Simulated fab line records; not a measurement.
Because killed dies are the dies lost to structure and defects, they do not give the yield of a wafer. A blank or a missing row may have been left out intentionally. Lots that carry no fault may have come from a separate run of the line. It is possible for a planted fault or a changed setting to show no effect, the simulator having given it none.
Split-lot study	flow n5_finfet	21 wafers read from 7 lots, route of 1938 steps

## THE SPLIT
At N5_BEOL_M9_ILD_DEP_00 (deposits SiCOH lowk from DEMS/porogen, target thk 308.51 nm, time 58 s), the setting time_s was moved away from the recipe's 58 s on 6 of the 21 wafers read, by -13.5% to +4.4%. The other wafers ran this setting at the recipe's value.

## FROM THE SPLIT ON TO THE READING: in between, the file shows 1 step
- N5_BEOL_M9_CURE_71: cures SiCOH lowk, time 240 s

## THE READING
M9_ILD_THK, in nm, at N5_BEOL_M9_THK_MEAS_01. A value of 266 nm with a standard deviation of 3.9 nm is what fault-free wafers of this fab line usually give.

wafer	tool, chamber at the split	time_s as run, s	against the recipe	M9_ILD_THK, nm	against lot-mates on the recipe
L074.2	pecvd-03, 1	58	recipe	270	-
L074.4	pecvd-03, 2	58	recipe	267	-
L074.6	pecvd-03, 1	58	recipe	272	-
L075.1	pecvd-04, 2	58	recipe	258	-
L075.4	pecvd-04, 0	50.16	-13.5%	227	-31
L075.5	pecvd-04, 0	50.16	-13.5%	225	-33
L078.1	pecvd-02, 0	58	recipe	262	-
L078.3	pecvd-02, 1	58	recipe	266	-
L078.6	pecvd-02, 0	51.82	-10.7%	238	-26
L090.4	pecvd-02, 0	58	recipe	266	-
L090.5	pecvd-02, 1	54.77	-5.6%	256	-12
L090.6	pecvd-02, 2	58	recipe	270	-
L089.1	pecvd-03, 2	58	recipe	274	-
L089.3	pecvd-03, 0	58	recipe	263	-
L089.4	pecvd-03, 0	58	recipe	263	-
L091.2	pecvd-03, 0	52.21	-10.0%	236	-36
L091.3	pecvd-03, 1	58	recipe	268	-
L091.4	pecvd-03, 2	58	recipe	275	-
L096.1	pecvd-02, 2	58	recipe	267	-
L096.3	pecvd-02, 0	60.58	+4.4%	279	+10
L096.5	pecvd-02, 0	58	recipe	271	-

THE FIT
A straight line over all 21 wafers: M9_ILD_THK changes by +2.97 nm for each +1% of time_s; r = +0.96; the points scatter about the line by 4.3 nm.
The same after taking each lot's own level away (the mean of its wafers on the recipe; 21 wafers): +2.54 nm for each +1%; r = +0.96; scatter 3.7 nm.
The reading moves by 34 nm for the largest change in time_s, on that fit.
Across the lots, their own levels run from 258.0 to 271.5 nm, a range of 3.5 times the standard deviation given above.
Thus the slope moves with the lot-to-lot level: the two fits are different.
Check: with one of the wafers moved furthest among these (-13.5%) left out of the fit, the line predicts -36 nm for it against its lot-mates. It came out at -31 nm against them.

## THE OTHER SPLITS THESE WAFERS WENT THROUGH
Before the reading, these wafers also passed through other splits. Each is held against what the fit with the lots' levels taken away leaves over:
other split on the same wafers	wafers away from the commonest value	r with M9_ILD_THK (lot level and that fit taken away)
N5_BEOL_M7_DESCUM_33 time_s	7	-0.23
N5_BEOL_M8_DEP_56 time_s	6	+0.00

## THE WHOLE CHAIN: every reading that the file lists as answering this split, in the file's order
step	what it does	reading	change (the file's fit)	r (the file's)
N5_BEOL_M9_ILD_DEP_00	deposits SiCOH lowk from DEMS/porogen, target thk 308.51 nm, time 58 s	SiCOH_lowk_of_BEOL_M9_ILD_DEP_00.thk_nm (the simulator's own value, which no gauge read)	+3 nm for each +1% of the setting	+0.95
N5_BEOL_M9_CURE_71	cures SiCOH lowk, time 240 s	SiCOH_lowk_of_BEOL_M9_ILD_DEP_00.thk_nm (the simulator's own value, which no gauge read)	+2.64 nm for each +1% of the setting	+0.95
N5_BEOL_M9_THK_MEAS_01		M9_ILD_THK	+2.65 for each +1% of the setting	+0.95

## THE FILE'S OWN FIT
M9_ILD_THK changes by +2.65 nm for each +1% of time_s, r = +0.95.
